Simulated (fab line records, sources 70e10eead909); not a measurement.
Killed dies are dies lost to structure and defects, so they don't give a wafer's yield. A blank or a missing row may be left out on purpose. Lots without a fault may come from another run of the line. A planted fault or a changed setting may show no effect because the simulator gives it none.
A struck lot beside a sound one | flow nand_harc | 14 steps out of a route of 1159
Sound: wafers L675.2, L675.3, L675.6. Struck: wafers L688.1, L688.2, L688.3. The cause comes at the end.
At each step with rows: each side's tool, then ch and its chambers, then its first start. Under that, the readings that differ: sound wafers | struck wafers | difference of the means | sigmas: that difference in standard deviations of wafers without a fault.
alike: readings whose means differ by less than 2 such deviations, and words and numbers that are the same on both sides. not compared: withheld readings, readings that some wafer has no value for, bounds like >300 that may hide the same value, and numbers for which the record gives no deviation and whose values overlap.
The two part at a step that has a row with sigmas, a row that says differs or no value, or rows on one side only. Numbers that don't overlap but have no deviation are shown without sigmas and don't part them. A reading that every wafer of one side lacks parts them only if that side has two wafers or more.

NHARC_A_M1_PRE_CLEAN_32: time 12 s.
  sound on pecvd-03 ch 1,2, day 18 12:43; struck on pecvd-04 ch 0,1,2, day 21 00:06
  alike: heater_power_w, rf_fwd_power_W
NHARC_A_M1_DEP_33: deposits SiCN, target thk 30 nm.
  sound on pecvd-03 ch 1,2, day 18 12:48; struck on pecvd-04 ch 0,1,2, day 21 00:11
  alike: chamber_pressure_Torr, heater_power_w, rf_fwd_power_W
NHARC_A_BONDPAD_DEP_00: deposits SiCN, target thk 250 nm.
  sound on pecvd-02 ch 0,2, day 18 13:21; struck on pecvd-01 ch 0,1,2, day 21 00:44
  alike: chamber_pressure_Torr, heater_power_w, rf_fwd_power_W
NHARC_A_BONDPAD_CMP_29: polishes SiCN, target thk 200 nm.
  sound on cmp-01 ch 1,2,3, day 18 13:47; struck on cmp-04 ch 0,2,3, day 21 01:10
  alike: edge_zone_pressure_frac, motor_current_A, slurry_filter_dp_kPa
NHARC_A_BONDPAD_THK_MEAS_30: measures by ellipsometry.
  sound on film_metro-02, day 18 14:01; struck on film_metro-02, day 21 01:23
  alike: thk_nm
then, 7 steps without rows for these wafers: NHARC_A_BONDPAD_SRD_31; NHARC_A_BONDPAD_DEHYDRATE_01 (time 120 s); NHARC_A_BONDPAD_HMDS_02 (time 30 s); NHARC_A_BONDPAD_COAT_33 (time 65 s); NHARC_A_BONDPAD_COAT_03 (resist thk 600 nm); NHARC_A_BONDPAD_SOFTBAKE_04 (time 70 s); NHARC_A_BONDPAD_EBR_05.
NHARC_A_BONDPAD_EXPOSE_06: exposes mask A BPAD.
  sound on krf_scanner-01 ch 0, day 18 14:18; struck on krf_scanner-01, day 21 01:48
  no value came back on the struck wafers for exposure_dose_mJ_cm2, focus_offset_nm (nm); on the sound wafers exposure_dose_mJ_cm2 reads 36.99 36.95 36.99
  alike: mask
then, 1 step without rows for these wafers: NHARC_A_BONDPAD_PEB_07 (peb time 80 s).

WHERE THEY PART
Only at NHARC_A_BONDPAD_EXPOSE_06, within this record.

WHY: what the simulator had put in
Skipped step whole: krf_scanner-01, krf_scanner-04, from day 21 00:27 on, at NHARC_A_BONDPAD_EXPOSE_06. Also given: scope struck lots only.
